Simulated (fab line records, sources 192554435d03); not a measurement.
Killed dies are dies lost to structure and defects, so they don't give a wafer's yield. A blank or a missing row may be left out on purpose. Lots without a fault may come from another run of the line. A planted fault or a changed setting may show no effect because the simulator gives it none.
A struck lot beside a sound one | flow n5_finfet | 37 steps out of a route of 1938
Sound: wafers L618.3, L618.5, L618.6. Struck: wafer L606.1. (L606.4 of the same lot was not struck and is left out.) The cause comes at the end.
At each step with rows: each side's tool, then ch and its chambers, then its first start. Under that, the readings that differ: sound wafers | struck wafers | difference of the means | sigmas: that difference in standard deviations of wafers without a fault.
alike: readings whose means differ by less than 2 such deviations, and words and numbers that are the same on both sides. not compared: withheld readings, readings that some wafer has no value for, bounds like >300 that may hide the same value, and numbers for which the record gives no deviation and whose values overlap.
The two part at a step that has a row with sigmas, a row that says differs or no value, or rows on one side only. Numbers that don't overlap but have no deviation are shown without sigmas and don't part them. A reading that every wafer of one side lacks parts them only if that side has two wafers or more.

first, 9 steps without rows for these wafers: N5_BEOL_M4_ANNEAL_95 (time 240 s); N5_BEOL_M4_SPUTTER_96 (material Cu, target thk 4.5 nm, time 8.29 s); N5_BEOL_M4_ECD_50 (material Cu, target thk 300 nm); N5_BEOL_M4_ANNEAL_51 (time 90 s); N5_BEOL_M4_CMP_52 (polishes, stops on SiOC, t overpolish 6.8 s, target thk 40 nm); N5_BEOL_M4_PRE_CLEAN_60 (time 15 s); N5_BEOL_M4_CO_CAP_55 (material Co, precursor CCTBA/H2, target thk 2 nm, time 102.1 s); N5_BEOL_M4_PRE_CLEAN_56 (time 15 s); N5_BEOL_M4_DEP_57 (deposits SiCN from 3MS/NH3, target thk 8 nm, time 14 s).
N5_BEOL_M4_RC_MEAS_101:
  sound on prober-01 ch 0, day 14 06:02; struck on prober-01 ch 0, day 10 20:59
  alike: DIBL_N, DIBL_P, IOFF_N, IOFF_P, ION_N, ION_P, SS_N, SS_P, VT_N, VT_P
then, 24 steps without rows for these wafers: N5_BEOL_M5_ILD_DEP_00 (deposits SiCOH lowk from DEMS/porogen, target thk 140.64 nm, time 25.9 s); N5_BEOL_M5_CURE_79 (cures SiCOH lowk, time 240 s); N5_BEOL_M5_PECVD_70 (deposits SiO2 from TEOS/O2, target thk 16 nm, time 18 s); N5_BEOL_M5_HM_DEP_02 (deposits TiN, target thk 20 nm); N5_BEOL_M5_COAT_59 (time 60 s, resist thk 60 nm); N5_BEOL_M5_COAT_60 (time 60 s, resist thk 12 nm); N5_BEOL_M5_COAT_71 (time 60 s, resist thk 5 nm); N5_BEOL_M5_COAT_05 (resist thk 30 nm); N5_BEOL_M5_EBR_07; N5_BEOL_M5_SOFTBAKE_06 (time 60 s); N5_BEOL_M5_EXPOSE_08 (exposes mask M5, target cd 28 nm); N5_BEOL_M5_PEB_09 (peb time 60 s); N5_BEOL_M5_DEVELOP_10 (develop time 30 s); N5_BEOL_M5_DESCUM_16 (chemistry O2, time 7 s); N5_BEOL_M5_ETCH_72 (etches underlayer in N2/H2, target depth 6.5 nm, time 5.2 s); N5_BEOL_M5_ETCH_61 (etches SiARC in CF4, target depth 15.6 nm, time 26 s); N5_BEOL_M5_ETCH_62 (etches SOC in N2/H2, target depth 75 nm, overetch 15 nm, time 112.5 s); N5_BEOL_M5_STRIP_63 (strips in N2/H2); N5_BEOL_M5_STRIP_73 (strips in N2/H2); N5_BEOL_M5_STRIP_64 (strips in CF4); N5_BEOL_M5_HM_OPEN_17 (chemistry Cl2/BCl3, target TiN, target depth 20 nm, overetch 6 nm); N5_BEOL_M5_STRIP_19 (strips in O2); N5_BEOL_M5_COAT_65 (time 60 s, resist thk 60 nm); N5_BEOL_M5_COAT_66 (time 60 s, resist thk 12 nm).
-- the record jumps here: 4 days lie between the struck wafers' starts before and after (it left off in module BEOL_M5 and takes up again in module BEOL_M14, whose first step shown is number 1764 of the route) --
N5_BEOL_M14_SPUTTER_45: material Cu, target thk 100 nm, time 16.67 s.
  sound on pvd_sputter-01, day 17 16:53; struck on pvd_sputter-02, day 14 11:31
  alike: throttle_valve_pct
N5_BEOL_M15_RC_MEAS_101:
  sound on prober-02 ch 0, day 18 00:50; struck on prober-02 ch 0, day 14 19:57
  reading           | sound             | struck | difference | sigmas
  SERP_M14 (ohm/um) | 0.167 0.161 0.161 | 0.154  | -0.009     | -3
  SERP_M7 (ohm/um)  | 12.8 13.1 12.8    | 14.2   | +1.3       | +2
  alike: COMB_M10, COMB_M11, COMB_M12, COMB_M13, COMB_M14, COMB_M15, COMB_M5, COMB_M6, COMB_M7, COMB_M8, COMB_M8_max_site, COMB_M9, COMB_M9_max_site, SERP_M10, SERP_M11, SERP_M12, SERP_M13, SERP_M5, SERP_M6, SERP_M8, SERP_M9
  not compared: SERP_M14_max_site
N5_PASSIVATION_PROBE_49:
  the record has rows for the struck wafers here (prober-02, day 15 13:10) and none for the sound ones

WHERE THEY PART
First at N5_BEOL_M15_RC_MEAS_101; last, within this record, at N5_PASSIVATION_PROBE_49.

WHY: what the simulator had put in
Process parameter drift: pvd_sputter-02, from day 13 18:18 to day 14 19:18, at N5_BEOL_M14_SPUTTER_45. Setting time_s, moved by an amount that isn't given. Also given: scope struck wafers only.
